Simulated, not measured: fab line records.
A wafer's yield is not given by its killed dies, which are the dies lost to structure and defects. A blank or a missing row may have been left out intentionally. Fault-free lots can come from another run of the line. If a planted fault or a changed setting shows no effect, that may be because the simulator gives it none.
Lot-split experiment / flow n5_finfet / on a route of 1938 steps: 7 lots, 21 wafers read

== SPLIT DETAILS ==
At N5_BEOL_M0_SAQP_ETCH_107 (etches SiNx in CH3F/O2, target depth 30 nm), the setting bias_w was moved away from the recipe's 73 W on 6 of the 21 wafers read, by -15.9% to +12.2%. All remaining wafers had this setting at the recipe value.

The split's own step is where the reading is taken.

== THE READING ==
rf_vpp_V, in V, at N5_BEOL_M0_SAQP_ETCH_107 (etches SiNx in CH3F/O2, target depth 30 nm). A value of 297 V with a standard deviation of 7.9 V is what fault-free wafers of this fab line usually give.

wafer=L075.2; tool, chamber at the split=rie_diel-02, 2; bias_w as run, W=81.89; against the recipe=+12.2%; rf_vpp_V, V=338; against lot-mates on the recipe=+38
wafer=L075.3; tool, chamber at the split=rie_diel-02, 0; bias_w as run, W=73; against the recipe=recipe; rf_vpp_V, V=292; against lot-mates on the recipe=-
wafer=L075.5; tool, chamber at the split=rie_diel-02, 2; bias_w as run, W=73; against the recipe=recipe; rf_vpp_V, V=307; against lot-mates on the recipe=-
wafer=L080.1; tool, chamber at the split=rie_diel-02, 3; bias_w as run, W=73; against the recipe=recipe; rf_vpp_V, V=298; against lot-mates on the recipe=-
wafer=L080.3; tool, chamber at the split=rie_diel-02, 1; bias_w as run, W=73; against the recipe=recipe; rf_vpp_V, V=291; against lot-mates on the recipe=-
wafer=L080.5; tool, chamber at the split=rie_diel-02, 0; bias_w as run, W=73; against the recipe=recipe; rf_vpp_V, V=294; against lot-mates on the recipe=-
wafer=L084.1; tool, chamber at the split=rie_diel-06, 2; bias_w as run, W=61.38; against the recipe=-15.9%; rf_vpp_V, V=257; against lot-mates on the recipe=-38
wafer=L084.4; tool, chamber at the split=rie_diel-06, 1; bias_w as run, W=61.38; against the recipe=-15.9%; rf_vpp_V, V=258; against lot-mates on the recipe=-37
wafer=L084.5; tool, chamber at the split=rie_diel-06, 2; bias_w as run, W=73; against the recipe=recipe; rf_vpp_V, V=295; against lot-mates on the recipe=-
wafer=L091.1; tool, chamber at the split=rie_diel-02, 1; bias_w as run, W=68.6; against the recipe=-6.0%; rf_vpp_V, V=279; against lot-mates on the recipe=-28
wafer=L091.3; tool, chamber at the split=rie_diel-02, 2; bias_w as run, W=73; against the recipe=recipe; rf_vpp_V, V=309; against lot-mates on the recipe=-
wafer=L091.5; tool, chamber at the split=rie_diel-02, 2; bias_w as run, W=73; against the recipe=recipe; rf_vpp_V, V=306; against lot-mates on the recipe=-
wafer=L095.2; tool, chamber at the split=rie_diel-06, 1; bias_w as run, W=73; against the recipe=recipe; rf_vpp_V, V=294; against lot-mates on the recipe=-
wafer=L095.3; tool, chamber at the split=rie_diel-06, 0; bias_w as run, W=73; against the recipe=recipe; rf_vpp_V, V=306; against lot-mates on the recipe=-
wafer=L095.4; tool, chamber at the split=rie_diel-06, 2; bias_w as run, W=73; against the recipe=recipe; rf_vpp_V, V=297; against lot-mates on the recipe=-
wafer=L096.1; tool, chamber at the split=rie_diel-02, 0; bias_w as run, W=73; against the recipe=recipe; rf_vpp_V, V=292; against lot-mates on the recipe=-
wafer=L096.4; tool, chamber at the split=rie_diel-02, 3; bias_w as run, W=73; against the recipe=recipe; rf_vpp_V, V=298; against lot-mates on the recipe=-
wafer=L096.5; tool, chamber at the split=rie_diel-02, 2; bias_w as run, W=73; against the recipe=recipe; rf_vpp_V, V=306; against lot-mates on the recipe=-
wafer=L097.1; tool, chamber at the split=rie_diel-06, 0; bias_w as run, W=62.73; against the recipe=-14.1%; rf_vpp_V, V=272; against lot-mates on the recipe=-23
wafer=L097.2; tool, chamber at the split=rie_diel-06, 1; bias_w as run, W=73; against the recipe=recipe; rf_vpp_V, V=295; against lot-mates on the recipe=-
wafer=L097.6; tool, chamber at the split=rie_diel-06, 2; bias_w as run, W=62.73; against the recipe=-14.1%; rf_vpp_V, V=263; against lot-mates on the recipe=-32

THE FIT
A straight line over all 21 wafers: rf_vpp_V changes by +2.6 V for each +1% of bias_w; r = +0.95; the points scatter about the line by 6.2 V.
The same after taking each lot's own level away (the mean of its wafers on the recipe; 21 wafers): +2.42 V for each +1%; r = +0.94; scatter 6.1 V.
According to that fit, moving bias_w by its largest amount changes the reading by 39 V.
The span of the lots' own levels, 294.3 to 307.5 V, comes to 1.7 times the standard deviation stated above.
Hence the lot-to-lot level has little effect on the slope; both slopes agree.
Check: for one of the wafers moved furthest among these (-15.9%), held out of the fit, the line's prediction against its lot-mates is -38.1 V. It came out at -38 V against them.
Tool readings at the split's step, against how far the setting was moved: rf_vpp_V r = +0.95.

== ADDITIONAL SPLITS CARRIED BY THESE WAFERS ==
Other splits were also applied to these wafers ahead of the reading. Each is held against what the fit with the lots' levels taken away leaves over:
other split on the same wafers=N5_MOL_CONTACT_COAG_EXPOSE_81 dose_mj; wafers away from the commonest value=4; r with rf_vpp_V (lot level and that fit taken away)=+0.13
other split on the same wafers=N5_MOL_CONTACT_COAG_CVD_140 target_thk_a; wafers away from the commonest value=6; r with rf_vpp_V (lot level and that fit taken away)=-0.16
other split on the same wafers=N5_BEOL_M0_SAQP_HM_DEP_02 target_thk_a; wafers away from the commonest value=9; r with rf_vpp_V (lot level and that fit taken away)=+0.07

== THE FILE'S OWN FIT ==
rf_vpp_V changes by +2.54 V for each +1% of bias_w, r = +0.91.
